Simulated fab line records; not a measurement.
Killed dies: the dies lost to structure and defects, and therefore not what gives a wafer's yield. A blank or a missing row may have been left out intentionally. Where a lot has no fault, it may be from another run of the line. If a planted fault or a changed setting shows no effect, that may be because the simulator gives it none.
fab line records	flow n5-finfet	part 1 of 2: steps 1 to 4 of 6
record: lots: 21	wafers: 63	last-day: 19
route steps=1938 shown GATE_CUT@468
lots that met no fault: taken from a fault-free run of the same line
start-h: start of the lot's first displayed wafer, in hours after the record's first day	wait-h: hours elapsed since this lot's preceding step	" same as the row above	L1.1+2: several wafers, shown together as one row	- value missing, or start not given	* or withheld: withheld	< > ~ a bound
route shown NAME@n: a module of which the file shows steps, and the number in the route of the first	usual: mean/standard deviation of fault-free wafers	same: alike in all rows	chamber/n: place in a boat	sites: the reading at each site	_std_site: the values' standard deviation	_edge_site: inner sites' mean taken away from outer sites' mean	radius-mm: how far each site lies from the wafer's centre	mask NAME#n: copy n	behind: the most recent tool/chamber to have shaped the wafer	hold: reason for holding the lot/hours on hold/outcome of the hold	device: names the non-switching transistor (n, p or np)	end of line: tests of these same wafers at the route's end	where a step has no rows: the recipe by itself	killed: not the wafer's yield, but the dies lost to structure and defects at the first sort	map: shows each die of a wafer: x if killed, . if not, _ if none is there
set.NAME: the run value of the setting; set.NAME@STEP: its run value at that earlier step	model.NAME: the simulator's own value behind a step, which no gauge read
the route's steps for a sample of lots (tables are steps, rows are wafers)
services: a tool's chamber out of use, with start hour (start-h, from the record's first day; less than 0 if before it), hours out, and reason
== steps ==
step: N5_GATE_CUT_VAPOR_ETCH_60
recipe: chemistry: BCl3/Cl2	target: HfO2	mode: isotropic
usual: drypump-motor-current-A: 5.8/0.34	oes-product-au: 0.72/0.074
lot.wafer	tool	chamber	start-h	wait-h	drypump-motor-current-A	oes-product-au
L074.2	rie-metal-01	0	80.85	0.0	6.0	0.71
L074.3	"	0	"	"	6.0	0.71
L074.5	"	0	"	"	6.0	0.71
L075.3	rie-metal-02	0	87.20	0.0	5.3	0.64
L075.5	"	0	"	"	5.3	0.63
L075.6	"	1	"	"	5.9	0.75
L076.2	rie-metal-03	1	94.97	0.0	5.4	0.60
L076.4	"	1	"	"	5.4	0.59
L076.5	"	0	"	"	6.3	0.80
L077.2	rie-metal-02	1	100.33	0.0	5.9	0.75
L077.4	"	0	"	"	5.3	0.63
L077.5	"	1	"	"	5.9	0.75
L078.1	rie-metal-03	0	105.39	0.0	6.3	0.80
L078.3	"	0	"	"	6.2	0.79
L078.5	"	0	"	"	6.3	0.79
L079.3	rie-metal-01	1	110.99	0.0	5.5	0.80
L079.4	"	0	"	"	5.9	0.71
L079.6	"	1	"	"	5.5	0.81
L080.1	rie-metal-03	0	116.02	0.0	6.3	0.78
L080.3	"	1	"	"	5.4	0.59
L080.4	"	0	"	"	6.2	0.79
L081.1	rie-metal-01	0	124.34	0.0	6.0	0.71
L081.2	"	1	"	"	5.4	0.80
L081.5	"	0	"	"	6.0	0.71
L082.1	rie-metal-02	1	129.11	0.0	5.9	0.74
L082.3	"	0	"	"	5.3	0.64
L082.4	"	1	"	"	5.9	0.74
L084.1	rie-metal-03	0	143.37	0.1	6.3	0.79
L084.3	"	0	"	"	6.3	0.80
L084.4	"	0	"	"	6.3	0.80
L086.1	rie-metal-02	1	152.39	0.0	6.0	0.75
L086.2	"	0	"	"	5.3	0.63
L086.6	"	1	"	"	5.9	0.74
L085.3	rie-metal-02	0	155.74	0.0	5.3	0.63
L085.4	"	1	"	"	5.9	0.74
L085.6	"	0	"	"	5.3	0.62
L087.3	rie-metal-03	0	158.78	0.1	6.3	0.77
L087.5	"	0	"	"	6.3	0.78
L087.6	"	0	"	"	6.3	0.79
L088.1	rie-metal-01	1	163.91	0.0	5.5	0.78
L088.3	"	0	"	"	6.0	0.70
L088.5	"	0	"	"	6.0	0.70
L089.3	rie-metal-01	1	170.59	0.0	5.4	0.77
L089.5	"	1	"	"	5.5	0.78
L089.6	"	0	"	"	6.0	0.69
L090.1	rie-metal-01	0	175.63	0.0	6.0	0.69
L090.2	"	1	"	"	5.5	0.78
L090.4	"	1	"	"	5.5	0.77
L091.1	rie-metal-03	1	178.99	0.0	5.4	0.97
L091.2	"	0	"	"	6.3	0.77
L091.4	"	0	"	"	6.2	0.77
L093.1	rie-metal-01	0	194.82	0.0	6.0	0.69
L093.3	"	0	"	"	6.0	0.69
L093.6	"	1	"	"	5.4	0.77
L095.1	rie-metal-02	0	206.91	0.0	5.3	0.62
L095.2	"	1	"	"	5.9	0.72
L095.5	"	0	"	"	5.3	0.62
L097.2	rie-metal-01	0	218.62	0.0	6.0	0.69
L097.5	"	0	"	"	6.0	0.69
L097.6	"	1	"	"	5.5	0.78
L096.1	rie-metal-02	1	219.22	0.1	5.9	0.72
L096.5	"	1	"	"	5.9	0.72
L096.6	"	1	"	"	5.9	0.72
step: N5_GATE_CUT_PECVD_57
recipe: material: SiNx	target-thk-a: 210	temp-c: 400	precursor: SiH4/NH3/N2	pressure-torr: 1.5	rf-w: 300
usual: heater-power-w: 738/100	showerhead-plenum-p-Torr: 5.09/0.093	throttle-valve-pct: 40.0/2.2
lot.wafer	tool	chamber	start-h	wait-h	heater-power-w	showerhead-plenum-p-Torr	throttle-valve-pct
L074.2	pecvd-02	1	83.41	1.1	954	5.05	39.0
L074.3	"	2	"	"	605	5.14	39.2
L074.5	"	1	"	"	936	5.04	39.2
L075.3	pecvd-02	0	89.76	1.1	768	5.15	38.4
L075.5	"	2	"	"	634	5.12	39.4
L075.6	"	1	"	"	875	5.05	39.5
L076.2	pecvd-03	0	98.15	1.1	802	4.91	38.8
L076.4	"	1	"	"	723	5.18	40.9
L076.5	"	0	"	"	834	4.91	38.8
L077.2	pecvd-02	2	102.95	1.1	601	5.13	39.3
L077.4	"	0	"	"	699	5.16	38.3
L077.5	"	1	"	"	870	5.06	39.3
L078.1	pecvd-02	0	108.01	1.1	770	5.17	38.3
L078.3	"	1	"	"	919	5.05	39.2
L078.5	"	1	"	"	950	5.06	39.3
L079.3	pecvd-01	2	113.56	1.1	629	4.98	38.8
L079.4	"	2	"	"	628	4.98	38.6
L079.6	"	1	"	"	700	5.09	43.6
L080.1	pecvd-02	2	118.58	1.1	606	5.15	39.6
L080.3	"	1	"	"	928	5.05	39.5
L080.4	"	2	"	"	592	5.14	39.6
L081.1	pecvd-03	2	127.03	1.1	780	5.26	37.1
L081.2	"	1	"	"	832	5.18	40.9
L081.5	"	2	"	"	784	5.26	37.3
L082.1	pecvd-01	2	131.71	1.1	618	4.98	38.9
L082.3	"	1	"	"	651	5.11	43.6
L082.4	"	1	"	"	654	5.10	44.2
L084.1	pecvd-03	1	146.11	1.1	802	5.17	41.0
L084.3	"	2	"	"	879	5.26	37.2
L084.4	"	1	"	"	785	5.16	40.7
L086.1	pecvd-02	1	154.95	1.1	907	5.06	39.5
L086.2	"	0	"	"	784	5.16	38.7
L086.6	"	1	"	"	915	5.07	38.9
L085.3	pecvd-01	0	158.29	1.1	754	4.98	45.6
L085.4	"	2	"	"	559	4.98	39.0
L085.6	"	1	"	"	702	5.10	43.6
L087.3	pecvd-01	2	161.38	1.1	606	4.99	39.1
L087.5	"	2	"	"	609	4.98	39.2
L087.6	"	1	"	"	730	5.10	43.8
L088.1	pecvd-02	1	166.81	1.1	795	5.07	39.2
L088.3	"	0	"	"	726	5.15	38.6
L088.5	"	0	"	"	717	5.15	38.8
L089.3	pecvd-02	1	173.15	1.1	858	5.06	39.1
L089.5	"	1	"	"	862	5.06	39.2
L089.6	"	2	"	"	660	5.15	39.9
L090.1	pecvd-01	0	178.82	1.1	813	5.00	45.2
L090.2	"	1	"	"	638	5.12	44.0
L090.4	"	2	"	"	666	4.98	38.6
L091.1	pecvd-03	2	181.88	1.1	803	5.26	37.2
L091.2	"	0	"	"	785	4.89	39.2
L091.4	"	0	"	"	791	4.91	39.1
L093.1	pecvd-01	2	197.39	1.1	669	4.98	38.9
L093.3	"	0	"	"	814	4.99	45.4
L093.6	"	0	"	"	821	4.98	45.3
L095.1	pecvd-03	0	209.47	1.1	809	4.91	39.1
L095.2	"	1	"	"	777	5.17	40.8
L095.5	"	0	"	"	784	4.89	39.0
L097.2	pecvd-02	2	221.42	1.1	643	5.13	40.2
L097.5	"	2	"	"	635	5.14	40.0
L097.6	"	0	"	"	769	5.15	39.0
L096.1	pecvd-02	2	221.91	1.1	592	5.14	40.2
L096.5	"	2	"	"	611	5.14	40.1
L096.6	"	0	"	"	655	5.16	38.9
step: N5_GATE_CUT_HM_DEP_46
recipe: material: SiO2	target-thk-a: 1300	temp-c: 400	precursor: TEOS/O2	pressure-torr: 6.5	rf-w: 900	teos-flow-sccm: 161.4	gas: O2	flow-sccm: 2650	time-s: 26.6
usual: heater-power-w: 537/79	showerhead-plenum-p-Torr: 8.31/0.061	throttle-valve-pct: 18.9/1.2
lot.wafer	tool	chamber	start-h	wait-h	heater-power-w	showerhead-plenum-p-Torr	throttle-valve-pct
L074.2	pecvd-02	0	83.82	0.0	499	8.38	18.1
L074.3	"	2	"	"	345	8.34	18.3
L074.5	"	2	"	"	356	8.35	18.3
L075.3	pecvd-01	0	90.18	0.0	538	8.27	21.0
L075.5	"	0	"	"	554	8.26	21.3
L075.6	"	2	"	"	395	8.25	18.2
L076.2	pecvd-01	0	98.56	0.0	613	8.25	20.8
L076.4	"	2	"	"	458	8.27	18.0
L076.5	"	0	"	"	451	8.28	20.9
L077.2	pecvd-01	2	103.36	0.0	446	8.25	18.1
L077.4	"	2	"	"	451	8.24	18.1
L077.5	"	1	"	"	483	8.33	20.1
L078.1	pecvd-03	1	108.42	0.0	539	8.34	19.1
L078.3	"	0	"	"	604	8.23	18.0
L078.5	"	0	"	"	603	8.23	18.5
L079.3	pecvd-02	0	113.97	0.0	526	8.35	18.2
L079.4	"	2	"	"	397	8.34	18.5
L079.6	"	1	"	"	587	8.29	18.2
L080.1	pecvd-03	2	118.98	0.0	668	8.38	17.6
L080.3	"	1	"	"	612	8.37	19.1
L080.4	"	1	"	"	602	8.36	18.8
L081.1	pecvd-03	0	127.44	0.0	542	8.25	18.3
L081.2	"	1	"	"	594	8.35	19.3
L081.5	"	0	"	"	532	8.20	18.1
L082.1	pecvd-03	0	132.11	0.0	614	8.23	18.2
L082.3	"	1	"	"	576	8.35	19.1
L082.4	"	1	"	"	602	8.35	19.2
L084.1	pecvd-03	0	146.52	0.0	549	8.23	18.3
L084.3	"	1	"	"	584	8.34	19.0
L084.4	"	2	"	"	644	8.42	17.5
L086.1	pecvd-03	2	155.36	0.0	576	8.43	17.5
L086.2	"	1	"	"	509	8.36	18.9
L086.6	"	0	"	"	585	8.21	18.4
L085.3	pecvd-01	0	158.70	0.0	602	8.29	21.1
L085.4	"	1	"	"	388	8.33	20.5
L085.6	"	2	"	"	412	8.26	18.0
L087.3	pecvd-02	2	161.78	0.0	360	8.35	18.5
L087.5	"	0	"	"	507	8.35	18.0
L087.6	"	2	"	"	368	8.33	18.6
L088.1	pecvd-03	1	167.22	0.0	493	8.34	19.0
L088.3	"	0	"	"	588	8.22	18.2
L088.5	"	0	"	"	599	8.22	18.3
L089.3	pecvd-03	2	173.55	0.0	644	8.42	17.0
L089.5	"	2	"	"	652	8.41	17.5
L089.6	"	1	"	"	574	8.37	18.9
L090.1	pecvd-01	1	179.23	0.0	472	8.34	20.8
L090.2	"	2	"	"	367	8.26	18.3
L090.4	"	2	"	"	385	8.27	18.3
L091.1	pecvd-01	2	182.31	0.0	439	8.27	18.3
L091.2	"	1	"	"	510	8.34	20.5
L091.4	"	0	"	"	551	8.29	21.2
L093.1	pecvd-01	1	197.80	0.0	506	8.32	20.5
L093.3	"	0	"	"	606	8.27	21.0
L093.6	"	0	"	"	611	8.27	21.2
L095.1	pecvd-01	1	210.02	0.0	413	8.32	20.5
L095.2	"	0	"	"	480	8.28	21.0
L095.5	"	1	"	"	434	8.33	20.6
L097.2	pecvd-01	1	221.83	0.0	521	8.33	20.3
L097.5	"	2	"	"	439	8.26	18.4
L097.6	"	1	"	"	528	8.34	20.5
L096.1	pecvd-03	0	222.31	0.0	587	8.22	18.2
L096.5	"	1	"	"	540	8.34	19.0
L096.6	"	0	"	"	581	8.22	18.3
step: N5_GATE_CUT_HM_OPEN_40
recipe: chemistry: C4F6/O2	target: SiO2	mask-material: SiARC	target-depth-a: 1390	time-s: 85.1	ion-energy-ev: 250	pressure-mtorr: 30	source-w: 345	bias-w: 185	Ar_flow_sccm: 300	C4F6_flow_sccm: 10	O2_flow_sccm: 10	ends: cleared
usual: chamber-pressure-mTorr: 29.998/0.027	drypump-motor-current-A: 5.9/0.44	etch-rf-on-time-s: 93.7/1.6	oes-product-au: 0.70/0.059	rf-vpp-V: 666/4.2	showerhead-plenum-p-Torr: 2.89/0.072	throttle-valve-pct: 20.92/0.16
lot.wafer	tool	chamber	start-h	wait-h	chamber-pressure-mTorr	drypump-motor-current-A	etch-rf-on-time-s	oes-product-au	rf-hours-counter-h	rf-vpp-V	showerhead-plenum-p-Torr	throttle-valve-pct
L074.2	rie-diel-04	0	84.57	0.0	29.986	5.4	91.6	0.81	32	671	3.01	20.64
L074.3	"	3	"	"	30.007	6.4	91.7	0.66	149	659	2.85	20.87
L074.5	"	2	"	"	29.971	6.5	93.6	0.67	-	665	2.83	20.80
L075.3	rie-diel-03	3	91.15	0.0	30.024	5.6	92.4	0.65	176	675	2.84	21.01
L075.5	"	1	"	"	29.999	6.1	92.1	0.87	-	664	2.79	20.70
L075.6	"	0	"	"	29.997	6.4	94.3	0.69	-	666	2.82	20.87
L076.2	rie-diel-04	2	99.33	0.0	29.981	6.5	94.8	0.68	180	664	2.83	20.77
L076.4	"	0	"	"	29.977	5.4	94.4	0.80	-	670	3.01	20.67
L076.5	"	2	"	"	30.020	6.5	96.1	0.67	-	665	2.83	20.81
L077.2	rie-diel-03	1	104.15	0.0	30.021	6.0	91.7	0.85	10	665	2.79	20.71
L077.4	"	0	"	"	29.950	6.4	94.6	0.68	-	666	2.82	20.87
L077.5	"	1	"	"	30.095	6.0	91.4	0.85	-	664	2.79	20.71
L078.1	rie-diel-04	1	109.06	0.0	30.050	6.2	93.5	0.71	123	666	2.85	21.06
L078.3	"	2	"	"	29.951	6.5	92.9	0.67	184	666	2.83	20.79
L078.5	"	0	"	"	30.001	5.4	93.5	0.79	-	669	3.01	20.68
L079.3	rie-diel-05	3	114.71	0.0	29.990	5.7	88.7	0.80	32	672	3.01	20.90
L079.4	"	0	"	"	30.018	5.3	94.1	0.74	68	664	2.89	21.18
L079.6	"	3	"	"	30.006	5.7	92.2	0.80	-	671	3.01	20.88
L080.1	rie-diel-04	2	119.62	0.0	30.007	6.5	92.1	0.67	186	665	2.83	20.82
L080.3	"	0	"	"	29.993	5.5	90.5	0.79	43	669	3.00	20.69
L080.4	"	1	"	"	30.066	6.3	94.6	0.69	126	666	2.85	21.07
L081.1	rie-diel-04	1	128.20	0.0	29.981	6.2	93.3	0.70	129	666	2.85	21.06
L081.2	"	0	"	"	29.994	5.4	92.9	0.78	46	671	3.00	20.69
L081.5	"	0	"	"	29.996	5.4	94.7	0.79	-	670	3.00	20.68
L082.1	rie-diel-03	3	132.86	0.0	29.943	5.6	91.7	0.65	193	675	2.83	21.02
L082.3	"	1	"	"	29.998	6.0	90.5	0.83	22	665	2.78	20.71
L082.4	"	1	"	"	29.991	6.0	92.1	0.83	-	666	2.78	20.71
L084.1	rie-diel-04	0	147.14	0.0	29.991	5.5	94.1	0.77	52	669	3.00	20.68
L084.3	"	2	"	"	30.019	6.5	93.9	0.66	195	664	2.83	20.81
L084.4	"	3	"	"	30.032	6.4	95.3	0.64	165	659	2.85	20.87
L086.1	rie-diel-05	2	156.00	0.0	30.023	5.7	95.7	0.66	192	671	2.93	21.12
L086.2	"	0	"	"	29.963	5.2	95.6	0.73	79	663	2.89	21.19
L086.6	"	0	"	"	30.022	5.2	96.6	0.72	-	664	2.89	21.21
L085.3	rie-diel-05	1	159.32	0.0	29.992	5.8	93.8	0.66	161	660	2.95	20.96
L085.4	"	2	"	"	29.983	5.7	95.4	0.66	193	673	2.93	21.12
L085.6	"	2	"	"	30.020	5.7	96.6	0.66	-	671	2.93	21.11
L087.3	rie-diel-03	0	162.53	0.0	29.974	6.3	93.6	0.66	199	665	2.81	20.91
L087.5	"	2	"	"	30.017	5.5	93.2	0.67	-	663	2.83	20.73
L087.6	"	3	"	"	29.962	5.6	92.7	0.63	-	675	2.82	21.05
L088.1	rie-diel-05	2	168.31	0.0	29.941	5.7	95.5	0.65	196	671	2.93	21.12
L088.3	"	0	"	"	30.033	5.2	92.8	0.73	83	663	2.88	21.20
L088.5	"	0	"	"	29.950	5.2	95.8	0.72	-	664	2.88	21.22
L089.3	rie-diel-05	1	174.19	0.0	30.002	5.8	92.9	0.65	166	661	2.95	20.99
L089.5	"	2	"	"	30.036	5.7	95.0	0.66	-	672	2.93	21.12
L089.6	"	3	"	"	30.025	5.8	92.5	0.78	-	670	3.00	20.92
L090.1	rie-diel-04	0	180.19	0.0	30.032	5.4	92.3	0.76	62	669	3.00	20.70
L090.2	"	1	"	"	30.014	6.2	94.3	0.68	145	666	2.84	21.08
L090.4	"	2	"	"	30.028	6.5	96.7	0.65	204	665	2.82	20.84
L091.1	rie-diel-04	3	182.93	0.0	30.034	6.5	93.7	0.64	176	659	2.84	20.89
L091.2	"	2	"	"	29.993	6.5	92.0	0.66	205	666	2.82	20.83
L091.4	"	1	"	"	30.008	6.2	93.1	0.68	146	666	2.84	21.10
L093.1	rie-diel-04	0	198.58	0.0	29.993	5.4	93.2	0.76	68	669	2.99	20.70
L093.3	"	1	"	"	30.011	6.2	94.7	0.67	150	666	2.84	21.10
L093.6	"	0	"	"	30.020	5.4	95.0	0.77	-	668	2.99	20.69
L095.1	rie-diel-05	1	210.92	0.0	30.003	5.8	93.9	0.65	176	661	2.95	20.99
L095.2	"	2	"	"	29.996	5.7	95.1	0.65	208	671	2.92	21.14
L095.5	"	3	"	"	30.043	5.7	93.9	0.76	-	671	3.00	20.95
L097.2	rie-diel-04	1	222.57	0.0	29.966	6.2	93.7	0.67	157	665	2.84	21.11
L097.5	"	2	"	"	29.984	6.6	93.6	0.65	-	665	2.82	20.86
L097.6	"	3	"	"	29.995	6.4	97.0	0.63	-	658	2.84	20.91
L096.1	rie-diel-05	2	223.08	0.0	29.989	5.7	91.4	0.65	213	671	2.92	21.15
L096.5	"	0	"	"	29.987	5.2	93.3	0.72	-	664	2.88	21.24
L096.6	"	1	"	"	29.982	5.8	93.7	0.66	-	662	2.94	21.00
